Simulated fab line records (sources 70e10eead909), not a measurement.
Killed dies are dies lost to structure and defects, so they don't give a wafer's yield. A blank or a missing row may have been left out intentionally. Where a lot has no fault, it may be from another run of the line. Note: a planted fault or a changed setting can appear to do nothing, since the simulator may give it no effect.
Which of the tools did it? :: flow nand-harc :: 12 lots, 36 wafers sampled, at 6 steps of a route of 1159

== WHAT THE GAUGES READ, wafer by wafer ==
NHARC_A_SOURCE_PLATE_THK_MEAS_09: measures by ellipsometry.
lot: L468
measured: day 7 11:52
on: film-metro-01
thk-nm (nm): 8.8 9.1 10.4

lot: L469
measured: day 7 21:37
on: film-metro-02
thk-nm (nm): 11.1 10.4 9.8

lot: L472
measured: day 8 10:19
on: film-metro-02
thk-nm (nm): 7.6 9.9 9.1

lot: L475
measured: day 9 01:22
on: film-metro-01
thk-nm (nm): 10.3 12.2 10.3

lot: L476
measured: day 9 06:46
on: film-metro-01
thk-nm (nm): 9.3 10.9 9.9

lot: L479
measured: day 10 08:49
on: film-metro-02
thk-nm (nm): 9.8 8.8 10.9

lot: L482
measured: day 10 15:30
on: film-metro-01
thk-nm (nm): 10.7 10.4 8.7

lot: L486
measured: day 11 13:59
on: film-metro-02
thk-nm (nm): 10.8 8.9 10.2

lot: L487
measured: day 12 01:38
on: film-metro-02
thk-nm (nm): 10.3 10.4 10.7

lot: L488
measured: day 12 06:36
on: film-metro-02
thk-nm (nm): 9.9 9.6 9.7

lot: L489
measured: day 12 06:36
on: film-metro-01
thk-nm (nm): 11.2 11.5 8.3

lot: L490
measured: day 13 02:55
on: film-metro-02
thk-nm (nm): 10.7 10.4 8.3

NHARC_A_ONON_D1_THK_MEAS_05: measures by ellipsometry.
lot: L468
measured: day 8 09:50
on: film-metro-01
thk-nm (nm): 998 995 996

lot: L469
measured: day 8 09:51
on: film-metro-02
thk-nm (nm): 1007 1007 1007

lot: L472
measured: day 9 00:38
on: film-metro-01
thk-nm (nm): 1003 1501 1501

lot: L475
measured: day 9 16:14
on: film-metro-01
thk-nm (nm): 999 997 1496

lot: L476
measured: day 9 23:33
on: film-metro-02
thk-nm (nm): 1005 1004 1005

lot: L479
measured: day 10 23:19
on: film-metro-01
thk-nm (nm): 1005 1007 1006

lot: L482
measured: day 11 05:58
on: film-metro-02
thk-nm (nm): 1003 1004 1002

lot: L486
measured: day 12 04:03
on: film-metro-02
thk-nm (nm): 996 997 997

lot: L487
measured: day 12 18:21
on: film-metro-02
thk-nm (nm): 1006 1010 1007

lot: L488
measured: day 12 18:20
on: film-metro-01
thk-nm (nm): 1003 1000 1002

lot: L489
measured: day 12 18:20
on: film-metro-02
thk-nm (nm): 995 993 990

lot: L490
measured: day 13 17:38
on: film-metro-02
thk-nm (nm): 1003 1003 1004

NHARC_END_SORT_01.
lot: L472
measured: day 21 00:33
on: prober-01
killed-at-array: 23 672 672
killed-at-other: 0 0 0
killed-at-periphery: 4 5 5
killed-dies: 27 677 677
killed-open: 3 5 4
killed-short: 2 1 2

lot: L475
measured: day 21 21:49
on: prober-01
killed-at-array: 22 17 676
killed-at-other: 0 2 1
killed-at-periphery: 3 3 0
killed-dies: 25 22 677
killed-open: 1 2 2
killed-short: 2 3 2

== WHICH TOOL RAN EACH LOT (tool, then ch and the chambers of the sampled wafers, then the start) ==
lot: L468
NHARC_P_BONDPAD_STRIP_15: rie-diel-10 ch 0,3, day 6 23:47
NHARC_P_BONDPAD_DEGAS_25: pvd-sputter-01, day 7 00:23
NHARC_A_ONON_D1_DEP_03: pecvd-onon-04 ch 0, day 8 09:20

lot: L469
NHARC_P_BONDPAD_STRIP_15: rie-diel-08 ch 1,2,3, day 7 10:07
NHARC_P_BONDPAD_DEGAS_25: pvd-sputter-02, day 7 10:38
NHARC_A_ONON_D1_DEP_03: pecvd-onon-02 ch 0, day 8 09:27

lot: L472
NHARC_P_BONDPAD_STRIP_15: rie-diel-08 ch 0,1,2, day 7 18:26
NHARC_P_BONDPAD_DEGAS_25: pvd-sputter-03, day 7 18:59
NHARC_A_ONON_D1_DEP_03: pecvd-onon-04 ch 0, day 9 00:08

lot: L475
NHARC_P_BONDPAD_STRIP_15: rie-diel-08 ch 0,1, day 8 11:38
NHARC_P_BONDPAD_DEGAS_25: pvd-sputter-01, day 8 12:10
NHARC_A_ONON_D1_DEP_03: pecvd-onon-04 ch 0, day 9 15:53

lot: L476
NHARC_P_BONDPAD_STRIP_15: rie-diel-08 ch 2,3, day 8 18:26
NHARC_P_BONDPAD_DEGAS_25: pvd-sputter-03, day 8 18:59
NHARC_A_ONON_D1_DEP_03: pecvd-onon-02 ch 0, day 9 23:11

lot: L479
NHARC_P_BONDPAD_STRIP_15: rie-diel-08 ch 0,1, day 9 18:59
NHARC_P_BONDPAD_DEGAS_25: pvd-sputter-02, day 9 19:32
NHARC_A_ONON_D1_DEP_03: pecvd-onon-03 ch 0, day 10 22:48

lot: L482
NHARC_P_BONDPAD_STRIP_15: rie-diel-08 ch 0,3, day 10 03:11
NHARC_P_BONDPAD_DEGAS_25: pvd-sputter-03, day 10 03:43
NHARC_A_ONON_D1_DEP_03: pecvd-onon-02 ch 0, day 11 05:36

lot: L486
NHARC_P_BONDPAD_STRIP_15: rie-diel-10 ch 2,3, day 11 01:31
NHARC_P_BONDPAD_DEGAS_25: pvd-sputter-02, day 11 02:08
NHARC_A_ONON_D1_DEP_03: pecvd-onon-02 ch 0, day 12 03:32

lot: L487
NHARC_P_BONDPAD_STRIP_15: rie-diel-08 ch 0,1,2, day 11 13:10
NHARC_P_BONDPAD_DEGAS_25: pvd-sputter-03, day 11 13:43
NHARC_A_ONON_D1_DEP_03: pecvd-onon-04 ch 0, day 12 17:50

lot: L488
NHARC_P_BONDPAD_STRIP_15: rie-diel-08 ch 1,2, day 11 17:40
NHARC_P_BONDPAD_DEGAS_25: pvd-sputter-01, day 11 18:13
NHARC_A_ONON_D1_DEP_03: pecvd-onon-02 ch 0, day 12 17:57

lot: L489
NHARC_P_BONDPAD_STRIP_15: rie-diel-08 ch 0,2, day 11 18:59
NHARC_P_BONDPAD_DEGAS_25: pvd-sputter-01, day 11 19:31
NHARC_A_ONON_D1_DEP_03: pecvd-onon-03 ch 0, day 12 17:50

lot: L490
NHARC_P_BONDPAD_STRIP_15: rie-diel-08 ch 0,1,2, day 12 07:08
NHARC_P_BONDPAD_DEGAS_25: pvd-sputter-02, day 12 07:40
NHARC_A_ONON_D1_DEP_03: pecvd-onon-04 ch 0, day 13 17:07
- NHARC_P_BONDPAD_STRIP_15: strips in O2.
- NHARC_P_BONDPAD_DEGAS_25: time 60 s.
- NHARC_A_ONON_D1_DEP_03: target thk 1000 nm.

== WHAT THE TOOLS THEMSELVES READ (means of the sampled wafers that have a number; where no wafer has one, the mark that the record gives instead) ==
NHARC_P_BONDPAD_STRIP_15.
lot: L468
tool: rie-diel-10
chamber-pressure-mTorr (mTorr): 59.94
drypump-motor-current-A (A): 6.1
oes-product-au (a.u.): 1.010
rf-vpp-V (V): 58.5
showerhead-plenum-p-Torr (Torr): 3.59
throttle-valve-pct (%): 17.039

lot: L469
tool: rie-diel-08
chamber-pressure-mTorr (mTorr): 59.98
drypump-motor-current-A (A): 5.7
oes-product-au (a.u.): 1.001
rf-vpp-V (V): 57.5
showerhead-plenum-p-Torr (Torr): 3.65
throttle-valve-pct (%): 17.026

lot: L472
tool: rie-diel-08
chamber-pressure-mTorr (mTorr): 59.99
drypump-motor-current-A (A): 5.8
oes-product-au (a.u.): 1.002
rf-vpp-V (V): 58.2
showerhead-plenum-p-Torr (Torr): 3.59
throttle-valve-pct (%): 17.040

lot: L475
tool: rie-diel-08
chamber-pressure-mTorr (mTorr): 59.99
drypump-motor-current-A (A): 6.2
oes-product-au (a.u.): 1.002
rf-vpp-V (V): 57.1
showerhead-plenum-p-Torr (Torr): 3.55
throttle-valve-pct (%): 17.045

lot: L476
tool: rie-diel-08
chamber-pressure-mTorr (mTorr): 60.01
drypump-motor-current-A (A): 5.3
oes-product-au (a.u.): 1.002
rf-vpp-V (V): 58.5
showerhead-plenum-p-Torr (Torr): 3.70
throttle-valve-pct (%): 17.038

lot: L479
tool: rie-diel-08
chamber-pressure-mTorr (mTorr): 60.04
drypump-motor-current-A (A): 6.2
oes-product-au (a.u.): 0.996
rf-vpp-V (V): 57.8
showerhead-plenum-p-Torr (Torr): 3.53
throttle-valve-pct (%): 17.033

lot: L482
tool: rie-diel-08
chamber-pressure-mTorr (mTorr): 59.98
drypump-motor-current-A (A): 6.0
oes-product-au (a.u.): 0.983
rf-vpp-V (V): 57.2
showerhead-plenum-p-Torr (Torr): 3.59
throttle-valve-pct (%): 17.030

lot: L486
tool: rie-diel-10
chamber-pressure-mTorr (mTorr): 59.96
drypump-motor-current-A (A): 6.2
oes-product-au (a.u.): 1.002
rf-vpp-V (V): 58.0
showerhead-plenum-p-Torr (Torr): 3.52
throttle-valve-pct (%): 17.039

lot: L487
tool: rie-diel-08
chamber-pressure-mTorr (mTorr): 59.97
drypump-motor-current-A (A): 5.8
oes-product-au (a.u.): 1.007
rf-vpp-V (V): 57.6
showerhead-plenum-p-Torr (Torr): 3.58
throttle-valve-pct (%): 17.028

lot: L488
tool: rie-diel-08
chamber-pressure-mTorr (mTorr): 59.96
drypump-motor-current-A (A): 5.4
oes-product-au (a.u.): 1.006
rf-vpp-V (V): 58.2
showerhead-plenum-p-Torr (Torr): 3.63
throttle-valve-pct (%): 17.036

lot: L489
tool: rie-diel-08
chamber-pressure-mTorr (mTorr): 60.01
drypump-motor-current-A (A): 5.7
oes-product-au (a.u.): 1.003
rf-vpp-V (V): 58.4
showerhead-plenum-p-Torr (Torr): 3.58
throttle-valve-pct (%): 17.030

lot: L490
tool: rie-diel-08
chamber-pressure-mTorr (mTorr): 60.04
drypump-motor-current-A (A): 5.8
oes-product-au (a.u.): 1.004
rf-vpp-V (V): 58.3
showerhead-plenum-p-Torr (Torr): 3.58
throttle-valve-pct (%): 17.040

NHARC_P_BONDPAD_DEGAS_25.
lot: L468
tool: pvd-sputter-01
heater-power-w (W): 428

lot: L469
tool: pvd-sputter-02
heater-power-w (W): 482

lot: L472
tool: pvd-sputter-03
heater-power-w (W): 486

lot: L475
tool: pvd-sputter-01
heater-power-w (W): 418

lot: L476
tool: pvd-sputter-03
heater-power-w (W): 456

lot: L479
tool: pvd-sputter-02
heater-power-w (W): 524

lot: L482
tool: pvd-sputter-03
heater-power-w (W): 476

lot: L486
tool: pvd-sputter-02
heater-power-w (W): 466

lot: L487
tool: pvd-sputter-03
heater-power-w (W): 471

lot: L488
tool: pvd-sputter-01
heater-power-w (W): 423

lot: L489
tool: pvd-sputter-01
heater-power-w (W): 398

lot: L490
tool: pvd-sputter-02
heater-power-w (W): 474

NHARC_A_ONON_D1_DEP_03.
lot: L468
tool: pecvd-onon-04
nh3-flow-sccm (sccm): 498.4

lot: L469
tool: pecvd-onon-02
nh3-flow-sccm (sccm): 499.3

lot: L472
tool: pecvd-onon-04
nh3-flow-sccm (sccm): 499.2

lot: L475
tool: pecvd-onon-04
nh3-flow-sccm (sccm): 496.7

lot: L476
tool: pecvd-onon-02
nh3-flow-sccm (sccm): 498.7

lot: L479
tool: pecvd-onon-03
nh3-flow-sccm (sccm): 501.5

lot: L482
tool: pecvd-onon-02
nh3-flow-sccm (sccm): 498.4

lot: L486
tool: pecvd-onon-02
nh3-flow-sccm (sccm): 498.2

lot: L487
tool: pecvd-onon-04
nh3-flow-sccm (sccm): 500.6

lot: L488
tool: pecvd-onon-02
nh3-flow-sccm (sccm): 500.8

lot: L489
tool: pecvd-onon-03
nh3-flow-sccm (sccm): 499.9

lot: L490
tool: pecvd-onon-04
nh3-flow-sccm (sccm): 502.4

== THE ANSWER, worked out from the rows above alone ==
Rule: the lots themselves supply what counts as usual. Put in order of their means at a reading, lots are off if they are a third of the lots or fewer, leave a main group of 4 or more, and stand apart from it by a gap of 3 or more times the standard deviation of the main group's means; of several such gaps the widest counts. If all means in a main group match to the digits the tables above print for the reading, that group is not used. A lot without any number at a reading at which 4 lots or more have one is off too. Any other lot the step has rows for is counted as sound. The gauges are gone through in route order, then the tools' own readings, and for those a lot's mean is taken as printed above. At the first step where some lot is off, the reading lying furthest off is the one used; lots without a number count as furthest.
Off at NHARC_A_ONON_D1_THK_MEAS_05 (thk-nm): L472, L475. The main group: mean 1002 nm, standard deviation 4.8.
A tool fits if, at a process step before that reading, it ran every lot that is off, and no sound lot after the first of them. Gauges at NHARC_A_ONON_D1_THK_MEAS_05: tried the same way as those tools. Not one of the candidates tried fits.

== WHAT THE SIMULATOR HAD INSERTED ==
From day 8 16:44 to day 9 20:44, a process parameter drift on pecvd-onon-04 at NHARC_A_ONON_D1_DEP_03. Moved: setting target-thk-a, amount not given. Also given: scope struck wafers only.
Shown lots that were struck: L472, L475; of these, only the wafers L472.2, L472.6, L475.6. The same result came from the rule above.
